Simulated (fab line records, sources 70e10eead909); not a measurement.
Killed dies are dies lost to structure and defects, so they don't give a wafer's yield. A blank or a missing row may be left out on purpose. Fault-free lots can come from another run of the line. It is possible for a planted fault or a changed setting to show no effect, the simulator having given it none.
Code-filled problem report in 8D (eight disciplines) form + flow nand-harc + the parts of the form that need people (team, actions taken, sign-off) are left out

1. THE PROBLEM
At NHARC_P_CONTACT_DEP_00, rf-fwd-power-W averages 1256.9 W over 6 wafers from 2 lots, while fault-free wafers read 897.8 W, standard deviation 2.4. So: +99 or more standard deviations from the usual mean.
The step: deposits SiO2, target thk 500 nm.
Earliest sighting: wafer L444.2 on pecvd-02 at day 6 21:01. The record has a number at this step for 36 wafers belonging to 12 lots. The rule behind "out" and "out of limits": a value lying over 4 standard deviations away from the usual mean. The other wafers with a number count as sound.

2. WHAT IT IS, AND WHAT IT ISN'T
| question                    | is                     | is not                                                                                                              |
|-----------------------------|------------------------|---------------------------------------------------------------------------------------------------------------------|
| which readings at this step | rf-fwd-power-W         | flow-sccm, throttle-valve-pct                                                                                       |
| which lots                  | L444, L446             | L442, L445, L454, L456, L457, L458, L459, L462, L463, L464                                                          |
| which wafers of those lots  | all that have a number | -                                                                                                                   |
| read on which tools         | pecvd-02               | pecvd-01, pecvd-04                                                                                                  |
| when                        | from day 6 21:01       | up to then (3 sound wafers); but 27 sound wafers of L445, L454, L456, L457, L458, L459, L462, L463, L464 came after |

3. THE SUSPECTS, EACH WITH WHAT RULES IT OUT
Counting: any tool at a process step up to the reading is kept as a suspect provided that every lot that is out went through it and no sound lot did after the first of them.
- pecvd-02 at NHARC_P_CONTACT_DEP_00 (deposits SiO2, target thk 500 nm): ruled out as a lasting fault. Sound lots L454, L456, L457, L458 ran on it after its first lot that is out, L444 (day 6 21:01).
Left after counting: nothing in the record.

4. THE CAUSE (what the simulator had put in)
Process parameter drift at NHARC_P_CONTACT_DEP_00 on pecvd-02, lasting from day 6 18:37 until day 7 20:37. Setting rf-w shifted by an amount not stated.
Counting ruled it out, wrongly.

5. SEQUENCE OF EFFECTS, ordered by route
Rows list readings where the struck wafers' mean (over those with a number) sits beyond 3 standard deviations from the usual. Only readings for which the record gives a usual standard deviation are gone through. hours: the time from each lot's start at the first step in this table that gives one to its start at this step, as a median over the lots. sigmas: the change in usual standard deviations.
| hours | step                   | reading        | usual   | on struck wafers | change | sigmas      |
|-------|------------------------|----------------|---------|------------------|--------|-------------|
| 0     | NHARC_P_CONTACT_DEP_00 | rf-fwd-power-W | 897.8 W | 1256.9           | +359.1 | +99 or more |
It contains these process steps:
- NHARC_P_CONTACT_DEP_00: deposits SiO2, target thk 500 nm.

6. HOW IT WOULD HAVE BEEN CAUGHT EARLIER
2 hours passed between the start of the fault at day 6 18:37 and the first reading out of limits in this record, taken at day 6 21:01.
